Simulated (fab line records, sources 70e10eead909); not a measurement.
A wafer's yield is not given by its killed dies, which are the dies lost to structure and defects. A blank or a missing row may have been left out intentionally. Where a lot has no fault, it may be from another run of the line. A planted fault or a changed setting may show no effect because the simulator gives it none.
fab line records	flow nand_harc	part 2 of 2: steps 39 to 39 of 39
record lots=7	wafers=21	last_day=24
route steps=1159 shown A_BONDPAD@1074 HYBRID_BOND@1094 THIN_TSV@1101 END@1159
lots that met no fault: taken from a fault-free run of the same line
start_h: hours from the record's opening day to when the first of the lot's shown wafers began	wait_h: time in hours since the lot's previous step	" repeats the value in the row above	L1.1+2: a single row standing in for several wafers	- no value present, or no start provided	* or withheld: withheld	< > ~ a bound
route shown NAME@n: NAME is a module with steps in the file, n the number in the route of the first one	usual: mean and standard deviation over wafers with no fault	same: alike in all rows	chamber/n: place in a boat	sites: the reading at each site	_std_site: their standard deviation	_edge_site: mean of outer sites minus mean of inner sites	radius_mm: for every site, how far away it sits from the centre of the wafer	mask NAME#n: copy n	behind: tool/chamber where the wafer was last shaped	hold: cause of the lot's hold/its duration in hours/its outcome	device: which transistor (n, p or np) failed to switch	end of line: the same wafers' tests at the end of the route	a step with no rows: only its recipe	killed: dies lost to structure and defects at the first sort, not the wafer's yield	map: per-die view of a wafer (x killed, . not killed, _ where there is no die)
set.NAME: the setting that was run; set.NAME@STEP: the one run at that earlier step	model.NAME: the simulator's own value behind a step, which no gauge read
certain route steps with their lots: each step a table, each wafer a row
services: when a tool's chamber went out of use (start_h, in hours from the record's first day, below 0 if earlier), for how many hours, and the reason
## steps
# step NHARC_END_SORT_01
# recipe temp_c=25
# usual defect_limited_yield=95.5/1.4	killed_at_array=27/9.8	killed_at_other=0.6/0.83	killed_at_periphery=3.5/2.4	killed_dies=31/9.6	killed_open=3.1/1.9	killed_short=2.0/1.5	sort_bin_2_pct=1.4/0.6	sort_bin_3_pct=0.26/0.23	sort_bin_4_pct=2.8/0.89	sort_n_pass=646/9.6	sort_rim_yield_pct=96.6/2.5	sort_yield_pct=95.5/1.4
# same gross_dies=677	sort_bin_5_pct[%]=0	sort_bin_6_pct[%]=0	sort_bin_7_pct[%]=0	sort_bin_8_pct[%]=0	sort_rim_n_gross=106.00
lot.wafer	tool	chamber	start_h	wait_h	defect_limited_yield[%]	killed_at_array	killed_at_other	killed_at_periphery	killed_dies	killed_open	killed_short	sort_bin_2_pct[%]	sort_bin_3_pct[%]	sort_bin_4_pct[%]	sort_n_pass	sort_rim_yield_pct[%]	sort_yield_pct[%]
L204.1	prober-01	0	466.43	2.5	96.6	17	0	6	23	1	1	1.3	0.15	1.9	654	97.2	96.6
L204.5	prober-01	0	469.60	3.7	96.6	19	0	4	23	2	0	0.4	0.15	2.8	654	97.2	96.6
L204.6	prober-01	0	470.40	4.0	95.0	26	1	7	34	5	2	1.6	0.30	3.1	643	96.2	95.0
L205.2	prober-02	0	475.25	2.8	94.7	32	2	2	36	4	2	1.9	0.74	2.7	641	95.3	94.7
L205.3	prober-02	0	476.05	3.1	95.3	29	2	1	32	1	1	0.7	0.30	3.7	645	96.2	95.3
L205.4	prober-02	0	476.86	3.4	95.0	28	3	3	34	0	2	1.9	0.44	2.7	643	98.1	95.0
L213.1	prober-02	0	551.76	2.5	16.1	567	0	1	568	4	4	38.4	8.57	36.9	109	19.8	16.1
L213.3	prober-02	0	553.37	3.1	16.0	568	0	1	569	1	0	34.3	8.71	41.1	108	17.0	16.0
L213.5	prober-02	0	554.97	3.7	16.8	562	1	0	563	4	2	36.8	6.94	39.4	114	14.2	16.8
L219.2	prober-01	0	552.57	2.8	93.8	37	1	4	42	4	0	1.2	0.89	4.1	635	97.2	93.8
L219.3	prober-01	0	553.38	3.1	91.9	53	0	2	55	3	2	2.4	1.03	4.7	622	98.1	91.9
L219.4	prober-01	0	554.20	3.5	93.5	38	0	6	44	3	4	1.8	0.74	4.0	633	94.3	93.5
L220.1	prober-01	0	567.45	2.5	18.9	547	0	2	549	1	1	35.3	7.83	38.0	128	21.7	18.9
L220.5	prober-01	0	570.66	3.7	19.1	547	0	1	548	1	1	35.5	7.53	38.0	129	24.5	19.1
L220.6	prober-01	0	571.46	4.0	21.1	534	0	0	534	0	0	35.6	8.42	34.9	143	32.1	21.1
L217.3	prober-02	0	569.04	3.1	17.1	559	0	2	561	2	0	37.8	8.71	36.3	116	17.0	17.1
L217.5	prober-02	0	570.65	3.7	18.3	551	0	2	553	2	0	34.9	7.98	38.8	124	13.2	18.3
L217.6	prober-02	0	571.46	4.0	17.3	560	0	0	560	1	0	36.2	9.45	37.1	117	22.6	17.3
L225.1	prober-02	0	575.26	2.5	94.8	27	0	8	35	3	2	1.8	0.44	3.0	642	99.1	94.8
L225.2	prober-02	0	576.06	2.8	95.4	28	0	3	31	3	0	1.5	0.30	2.8	646	100.0	95.4
L225.5	prober-02	0	578.47	3.7	95.6	29	0	1	30	8	1	1.2	0.15	3.1	647	98.1	95.6
# killed by level:class
L204.1 A_CHANNEL_HOLE_D1:chamber_film_flake=8 A_STAIRCASE:chamber_film_flake=6 P_M2:chamber_film_flake=2 A_SLIT:chamber_film_flake=2 P_CONTACT:geometric_particle:open=1 P_CONTACT:geometric_particle:short=1 P_ZERO_WELL:chamber_film_flake=1 P_GATE:chamber_film_flake=1
L204.5 A_CHANNEL_HOLE_D1:chamber_film_flake=12 A_STAIRCASE:chamber_film_flake=3 P_ZERO_WELL:chamber_film_flake=2 P_GATE:chamber_film_flake=2 A_CONTACT:chamber_film_flake=2 A_WL_FILL:geometric_particle:open=1 A_CONTACT:geometric_particle:open=1
L204.6 A_CHANNEL_HOLE_D1:chamber_film_flake=15 A_CONTACT:chamber_film_flake=5 P_M2:chamber_film_flake=2 A_STAIRCASE:chamber_film_flake=2 P_GATE:geometric_particle:open=1 P_M0:geometric_particle:open=1 A_CHANNEL_FILL_D1:geometric_particle:open=1 A_WL_FILL:geometric_particle:open=1
L205.2 A_CHANNEL_HOLE_D1:chamber_film_flake=14 A_SLIT:chamber_film_flake=5 A_STAIRCASE:chamber_film_flake=4 A_WL_FILL:chamber_film_flake=2 A_CONTACT:chamber_film_flake=2 THIN_TSV:chamber_film_flake=2 P_CONTACT:geometric_particle:open=1 A_SOURCE_PLATE:geometric_particle:short=1
L205.3 A_CHANNEL_HOLE_D1:chamber_film_flake=16 A_STAIRCASE:chamber_film_flake=4 A_WL_FILL:chamber_film_flake=3 A_SLIT:chamber_film_flake=2 A_CONTACT:chamber_film_flake=2 THIN_TSV:chamber_film_flake=2 A_CHANNEL_FILL_D1:geometric_particle:open=1 A_CONTACT:geometric_particle:short=1
L205.4 A_CHANNEL_HOLE_D1:chamber_film_flake=9 A_SLIT:chamber_film_flake=8 A_STAIRCASE:chamber_film_flake=5 THIN_TSV:chamber_film_flake=3 P_STI:chamber_film_flake=2 A_WL_FILL:chamber_film_flake=2 A_CONTACT:chamber_film_flake=2 A_CHANNEL_FILL_D1:geometric_particle:short=1
L213.1 A_BONDPAD:unspecified=551 A_CHANNEL_HOLE_D1:chamber_film_flake=6 A_CHANNEL_FILL_D1:geometric_particle:open=2 A_CONTACT:chamber_film_flake=2 P_M2:geometric_particle:short=1 A_ONON_D1:geometric_particle:short=1 A_CHANNEL_HOLE_D1:geometric_particle:short=1 A_WL_FILL:geometric_particle:short=1
L219.2 A_SLIT:chamber_film_flake=14 A_CHANNEL_HOLE_D1:chamber_film_flake=12 A_CONTACT:chamber_film_flake=6 A_CHANNEL_FILL_D1:chamber_film_flake=2 P_CONTACT:geometric_particle:open=1 P_M0:geometric_particle:open=1 A_CHANNEL_HOLE_D1:geometric_particle:open=1 A_CHANNEL_FILL_D1:geometric_particle:open=1
L213.3 A_BONDPAD:unspecified=547 A_CHANNEL_HOLE_D1:chamber_film_flake=10 A_CONTACT:chamber_film_flake=4 A_ZERO_WELL:chamber_film_flake=2 A_SLIT:chamber_film_flake=2 A_ONON_D1:geometric_particle:open=1 P_M1:chamber_film_flake=1 A_STAIRCASE:chamber_film_flake=1
L219.3 A_CHANNEL_HOLE_D1:chamber_film_flake=22 A_SLIT:chamber_film_flake=21 A_CONTACT:chamber_film_flake=3 A_CHANNEL_FILL_D1:chamber_film_flake=2 P_CONTACT:geometric_particle:short=1 A_CHANNEL_FILL_D1:geometric_particle:open=1 A_WL_FILL:geometric_particle:open=1 A_WL_FILL:geometric_particle:short=1
L219.4 A_CHANNEL_HOLE_D1:chamber_film_flake=16 A_CONTACT:chamber_film_flake=8 A_SLIT:chamber_film_flake=5 P_ZERO_WELL:chamber_film_flake=3 P_STI:chamber_film_flake=2 A_ZERO_WELL:chamber_film_flake=2 P_M1:geometric_particle:open=1 A_ONON_D1:geometric_particle:short=1
L213.5 A_BONDPAD:unspecified=545 A_CHANNEL_HOLE_D1:chamber_film_flake=7 A_WL_FILL:geometric_particle:open=3 A_CONTACT:chamber_film_flake=2 A_CHANNEL_HOLE_D1:geometric_particle:short=1 A_CONTACT:geometric_particle:open=1 STARTING-WAFER:geometric_particle:short=1 A_ZERO_WELL:chamber_film_flake=1
L220.1 A_BONDPAD:unspecified=529 A_CHANNEL_HOLE_D1:chamber_film_flake=12 A_STAIRCASE:chamber_film_flake=2 A_CONTACT:chamber_film_flake=2 P_M2:geometric_particle:short=1 A_BLC:geometric_particle:open=1 P_M1:chamber_film_flake=1 A_SLIT:chamber_film_flake=1
L217.3 A_BONDPAD:unspecified=551 A_CHANNEL_HOLE_D1:chamber_film_flake=5 P_GATE:geometric_particle:open=2 A_CHANNEL_FILL_D1:chamber_film_flake=2 A_WL_FILL:chamber_film_flake=1
L217.5 A_BONDPAD:unspecified=544 A_CHANNEL_HOLE_D1:chamber_film_flake=4 A_CHANNEL_FILL_D1:chamber_film_flake=2 P_CONTACT:geometric_particle:open=1 A_CONTACT:geometric_particle:open=1 P_GATE:chamber_film_flake=1
L220.5 A_BONDPAD:unspecified=535 A_CHANNEL_HOLE_D1:chamber_film_flake=8 A_CONTACT:chamber_film_flake=2 P_CONTACT:geometric_particle:open=1 A_CONTACT:geometric_particle:short=1 A_M0:chamber_film_flake=1
L220.6 A_BONDPAD:unspecified=524 A_CHANNEL_HOLE_D1:chamber_film_flake=8 A_ZERO_WELL:chamber_film_flake=1 A_WL_FILL:chamber_film_flake=1
L217.6 A_BONDPAD:unspecified=556 A_CHANNEL_FILL_D1:chamber_film_flake=2 A_M1:geometric_particle:open=1 A_CHANNEL_HOLE_D1:chamber_film_flake=1
L225.1 A_CHANNEL_HOLE_D1:chamber_film_flake=22 P_BONDPAD:chamber_film_flake=3 P_M0:chamber_film_flake=2 A_WL_FILL:chamber_film_flake=2 P_CONTACT:geometric_particle:open=1 P_M0:geometric_particle:open=1 A_SOURCE_PLATE:geometric_particle:open=1 A_CHANNEL_FILL_D1:geometric_particle:short=1
L225.2 A_CHANNEL_HOLE_D1:chamber_film_flake=24 A_CHANNEL_FILL_D1:geometric_particle:open=1 A_WL_FILL:geometric_particle:open=1 A_M1:geometric_particle:open=1 P_STI:chamber_film_flake=1 P_GATE:chamber_film_flake=1 P_M0:chamber_film_flake=1 A_STAIRCASE:chamber_film_flake=1
L225.5 A_CHANNEL_HOLE_D1:chamber_film_flake=20 A_CHANNEL_FILL_D1:geometric_particle:open=2 A_CONTACT:geometric_particle:open=2 A_M0:geometric_particle:open=2 A_CHANNEL_FILL_D1:geometric_particle:short=1 A_SLIT:geometric_particle:open=1 A_WL_FILL:geometric_particle:open=1 P_BONDPAD:chamber_film_flake=1
# map L213.3 (x killed, . not)
____________x____________
_________xxx.xxx_________
_______x.xxxxxxxxx_______
______.xxxxxxx.xxxx______
_____xxx.xxxxxx.xxx._____
____.x.xxx.xxxxxxxxxx____
____xxx.xx.xxxxxxx.xx____
___.xxxxxxx.x..x..xxxx___
___xxxxxxxxxxxxxxxxx..___
__..xx.xxxxx.xxxxxxxxxx__
__xx.xxxxxx.xxxxxxxxxxx__
_.xxxxxx.xxxxxxxxx.xxxxx_
_xxxx.xxx.xxxxx.xx.xx.xx_
_xxxxxxxxxxxxxxx.x.x.xxx_
_xxxxxxxxxxxxxxxx..xxxxx_
_xx.x..xxxx.xxxxxxx..x.._
x.xxxxxxxxxxxxxxxxxxxx.xx
.xxxxxx.xxxxxxxxxxxxxxx.x
xxxxx.xxxxxxxx.xxx...xxxx
xxxxxxxxxxxx.xx.xxxxxxxxx
xxxxxx.xxxxxxxx..xxx.xxxx
_xx..xxxxxxxxxxxxxxxx.xx_
_..xxxxxxxxxxxxxx..xxxx._
_xxxxxxxxxxx.xxxxxxxxxxx_
_xxxx.xxxxxxxxxx.xxxx.xx_
_xxxxxxxxxxx.x.xxxxxx.xx_
__xxxxxx.xxxxxxx.xx.x..__
__.xxxxx.xx.xxxx.xxxxxx__
___xxxx.xx.x.xxxxx.xxx___
___xxxxxxxxxx.xxxxxxxx___
____.xxx.xxx.xx.xx.xx____
____xxxx.xxxxxx.xxxxx____
_____xxx..xx.xxx.xxx_____
______xx.xxxxxxxxxx______
_______xx.xxx.xxxx_______
_________.xxxxxx_________
____________x____________
# map L217.3 (x killed, . not)
____________x____________
_________..xxxxx_________
_______x.xxxxx.xxx_______
______x.xxxxxxxxxx.______
_____x..x.xx.xx.x.xx_____
____x.x.x.xxxxxxxxxxx____
____xxxxxxxxx.xxx.xxx____
___xx.xxxxxxx.xxxxxxx.___
___xxxxxxx.x.xxxxxxxxx___
__xxxxx.xxxxxxx.xxxx.xx__
__xxx.xxx.xxxxx.x.xxxxx__
_xxxxxxxxxxxxxx.xxx.xxxx_
_xxxxxxx.xxxxxxxxxxx.xxx_
_x.xxxxxxxxxxxx.xxxxxxxx_
_xxxxxxxx.x.x.xx.xx.xxxx_
_.x.xx.x.xxxxx..xx.x..xx_
xxxxxx.x.x...xxxxxxxxxxxx
.xxxx.xxxx.xxxxx..xxxx.xx
xxxxxxxxxx.xxxxxxxxxxxxxx
xxx..x.x.xx.xxx.xx.xxxxxx
xxxxx.x.x.xxxxx.xxxxxxxxx
_xx.xxxxxxxxxxx.xxxxxxx._
_xxxxx.xxx.x.x.xxxxxx.x._
_xxxxxxxxxxxxx.xxxxxxxxx_
_xxxxxxxxxx.xx.xxxx.xxxx_
_xxx.xxxxxxxxxxxxxxxxxxx_
__xxxxxxxxx..xxxxxxxxxx__
__xxx.xxxxxxxxx.xx.x.x.__
___xxxxxx.xx..xxx.xxxx___
___xxxxx..xxxxxxxxx.xx___
____xx.xx.xxxxxxxxxxx____
____xxxxxx.xx.xx....x____
_____.xx.xxxxxx.xxxx_____
______x.xxxxxxxxxx.______
_______xxx.x.xxxxx_______
_________xxxxx.x_________
____________x____________
## services
tool	chamber	start_h	hours	kind
rie_diel-04	0	420.40	-	clean
rie_diel-04	1	420.40	-	clean
rie_diel-04	2	420.40	-	clean
rie_diel-04	3	420.40	-	clean
rie_diel-04	0	444.90	-	clean
rie_diel-04	1	444.90	-	clean
rie_diel-04	2	444.90	-	clean
rie_diel-04	3	444.90	-	clean
ecd_cu-01	-	448.17	8.0	pm
rie_diel-13	-	453.21	9.0	pm
rie_diel-04	2	455.44	6.3	repair
pvd_sputter-03	-	458.04	10.0	pm
rie_diel-04	-	465.90	9.0	pm
rie_diel-04	0	465.90	9.0	vent_cycle
rie_diel-04	1	465.90	9.0	vent_cycle
rie_diel-04	2	465.90	9.0	vent_cycle
rie_diel-04	3	465.90	9.0	vent_cycle
ecd_cu-02	-	470.67	1.6	repair
rie_diel-04	0	474.90	-	clean
rie_diel-04	1	474.90	-	clean
rie_diel-04	2	474.90	-	clean
grinder-01	-	521.78	3.1	repair
rie_diel-04	1	526.34	10.0	repair
ecd_cu-02	-	532.34	8.0	pm
## key
first_sign step=NHARC_END_SORT_01	reading=defect_limited_yield	direction=down	sigmas=55	usual=95.5	struck=17.9
effect step=NHARC_END_SORT_01	reading=killed_dies	direction=up	sigmas=55	usual=31	struck=556
more_kills_born_at NHARC_A_BONDPAD_ECD_18@ecd_cu-02=4882
met_at NHARC_A_BONDPAD_ECD_18
struck_wafers L213.1,L213.3,L213.5,L217.3,L217.5,L217.6,L220.1,L220.5,L220.6
onset_between 439.78 522.26
fault kind=chamber_particle_source	tool=ecd_cu-02	chamber=-	onset_h=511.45	steps=NHARC_A_BONDPAD_ECD_18	rate_per_visit_cm2=1.8375	end_h=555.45
